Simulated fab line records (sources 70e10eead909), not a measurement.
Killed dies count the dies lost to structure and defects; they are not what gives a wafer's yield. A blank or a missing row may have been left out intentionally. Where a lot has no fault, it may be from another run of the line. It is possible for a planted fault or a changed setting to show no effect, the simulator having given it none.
2 desks, one fault / flow nand-harc / only its own numbers are on each desk; what lay behind them is given at the end

== DESK OF THE TOOL OWNER: litho-track-06 ==
The tool's own readings at NHARC_A_M1_PEB_07 (peb time 65 s): means of the sampled wafers that have a number, for each lot that ran on this tool. Any lot whose mean is over 4 standard deviations away from the usual mean is out of limits and marked OUT; that distance is given in the brackets.
Columns: A = heater-power-total-W at NHARC_A_M1_PEB_07, usual 156.7 W; B = plate-temp-C at NHARC_A_M1_PEB_07, usual 99.99 C
lot=L925; first seen here=day 23 21:02; A=156.0; B=100.02
lot=L927; first seen here=day 24 02:35; A=156.4; B=99.99
lot=L931; first seen here=day 26 03:16; A=156.7; B=100.09
lot=L939; first seen here=day 29 16:15; A=160.3 (+8.7) OUT; B=101.75 (+14) OUT
lot=L941; first seen here=day 30 15:06; A=160.1 (+8.2) OUT; B=101.60 (+12) OUT
Finding of this desk: L939, L941 out of limits; the first was L939 at day 29 16:15, on heater-power-total-W at NHARC_A_M1_PEB_07. In limits: L925, L927, L931.

== AT THE METROLOGY DESK ==
What the gauges read, lot by lot, whatever tool the lot ran on: means of the sampled wafers that have a number. Any lot whose mean is over 4 standard deviations away from the usual mean is out of limits and marked OUT; that distance is given in the brackets.
Columns: A = thk-nm at NHARC_A_M0_THK_MEAS_24, usual 113.4 nm; B = cd-nm at NHARC_A_M1_CD_MEAS_09, usual 120.5 nm; C = cd-nm at NHARC_A_M1_CD_MEAS_16, usual 120.0 nm
lot=L923; first seen here=day 23 01:55; A=113.8; B=120.5; C=120.4
lot=L924; first seen here=day 23 03:44; A=113.2; B=120.2; C=119.9
lot=L925; first seen here=day 23 19:24; A=114.4; B=119.9; C=119.3
lot=L927; first seen here=day 24 00:14; A=111.0; B=119.6; C=119.2
lot=L926; first seen here=day 24 02:00; A=112.9; B=121.0; C=120.3
lot=L928; first seen here=day 24 17:28; A=112.3; B=119.6; C=119.4
lot=L931; first seen here=day 26 01:38; A=113.2; B=121.3; C=120.9
lot=L939; first seen here=day 29 14:40; A=112.8; B=125.5 (+5.6) OUT; C=124.8 (+4.4) OUT
lot=L941; first seen here=day 30 13:45; A=114.3; B=125.1 (+5.1) OUT; C=125.1 (+4.6) OUT
lot=L943; first seen here=day 30 16:29; A=113.9; B=119.7; C=118.9
lot=L945; first seen here=day 31 22:30; A=114.6; B=120.8; C=120.7
lot=L946; first seen here=day 32 22:38; A=113.3; B=121.4; C=121.3
Finding of this desk: L939, L941 out of limits; the first was L939 at day 29 16:20, on cd-nm at NHARC_A_M1_CD_MEAS_09. In limits: L923, L924, L925, L927, L926, L928, L931, L943, L945, L946.

== TAKEN TOGETHER ==
The tool owner's desk could have raised an alarm at day 29 16:15, on L939, L941.
The metrology desk could have raised an alarm at day 29 16:20, on L939, L941.
The lots listed all ran NHARC_A_M1_PEB_07 on litho-track-06.

== WHAT THE SIMULATOR PUT IN ==
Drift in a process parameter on litho-track-06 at NHARC_A_M1_PEB_07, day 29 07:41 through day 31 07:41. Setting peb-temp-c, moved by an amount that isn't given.
Lots struck among those shown: L939, L941.
Time in hours from fault onset to the first out-of-limits reading at each desk: tool owner's desk 9, metrology desk 9.
